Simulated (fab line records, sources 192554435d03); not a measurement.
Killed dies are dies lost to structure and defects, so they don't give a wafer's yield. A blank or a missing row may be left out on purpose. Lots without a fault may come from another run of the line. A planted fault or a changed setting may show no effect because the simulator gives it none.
Chamber matching | flow n5_finfet | N5_BEOL_M5_DESCUM_33 on rie_diel-03: 4 sister chambers
The step chemistry O2, time 7 s. 4 wafers are shown with their chamber, then 9 later ones without.

WAFERS WITH THEIR CHAMBER
wafer  | chamber | showerhead_plenum_p_Torr (Torr)
L085.5 | 0       | 1.94
L087.3 | 3       | 1.99
L087.5 | 2       | 2.16
L087.6 | 1       | 2.08

WAFERS WITHOUT THEIR CHAMBER
wafer  | showerhead_plenum_p_Torr (Torr)
L091.1 | 2.16
L091.3 | 1.99
L091.4 | 2.08
L092.1 | 2.16
L092.3 | 1.98
L092.6 | 1.93
L095.1 | 1.93
L095.2 | 1.98
L095.5 | 2.07

WHICH CHAMBER EACH WENT THROUGH
wafer  | from the rows above | in truth
L091.1 | 2                   | 2
L091.3 | 3                   | 3
L091.4 | 1                   | 1
L092.1 | 2                   | 2
L092.3 | 3                   | 3
L092.6 | 0                   | 0
L095.1 | 0                   | 0
L095.2 | 3                   | 3
L095.5 | 1                   | 1
Placed correctly: 9 of 9. Can't be placed from these rows: 0. Placed wrongly: 0.
How it was worked out, from the rows above alone: a wafer's distance from a chamber is the root of the sum, over the readings, of the square of ((its reading less the chamber's mean) divided by the reading's scatter). The wafer belongs to the nearest chamber; if the next one is less than 2 further off, it can't be placed. A chamber's mean is the mean of its shown wafers. The scatter: with one shown wafer a chamber, the root of the mean of the squares of how far each hidden wafer lies from its nearest shown one.
